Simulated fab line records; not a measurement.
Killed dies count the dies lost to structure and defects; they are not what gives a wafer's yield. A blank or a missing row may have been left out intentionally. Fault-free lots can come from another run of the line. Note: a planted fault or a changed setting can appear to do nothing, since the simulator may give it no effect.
Matching of chambers ; flow nand-harc ; NHARC_A_M1_DEP_33 on pecvd-04: 3 sister chambers
The step deposits SiCN, target thk 30 nm. 3 wafers are shown with their chamber, then 8 later ones without.

WAFERS, EACH WITH ITS CHAMBER
wafer;chamber;showerhead-vpp-V (V)
L331.1;2;1376
L331.6;0;1250
L338.1;1;1241

WAFERS WHOSE CHAMBER IS MISSING
wafer;showerhead-vpp-V (V)
L338.2;1268
L338.3;1397
L340.1;1254
L340.2;1375
L340.6;1369
L342.1;1400
L342.3;1265
L342.6;1231

EACH ONE'S CHAMBER
wafer;from the rows above;in truth
L338.2;can't be placed: 0 or 1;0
L338.3;2;2
L340.1;can't be placed: 0 or 1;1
L340.2;2;2
L340.6;2;2
L342.1;2;2
L342.3;can't be placed: 0 or 1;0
L342.6;can't be placed: 1 or 0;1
Correctly placed: 4 of 8. Not placeable from these rows: 4 (in 4, the candidates include the true chamber). Number placed wrongly: 0.
How it was worked out, from the rows above alone: a wafer's distance from a chamber is the root of the sum, over the readings, of the square of ((its reading less the chamber's mean) divided by the reading's scatter). The wafer belongs to the nearest chamber; if the next one is less than 2 further off, it can't be placed. A chamber's mean is the mean of its shown wafers. The scatter: with one shown wafer a chamber, the root of the mean of the squares of how far each hidden wafer lies from its nearest shown one.
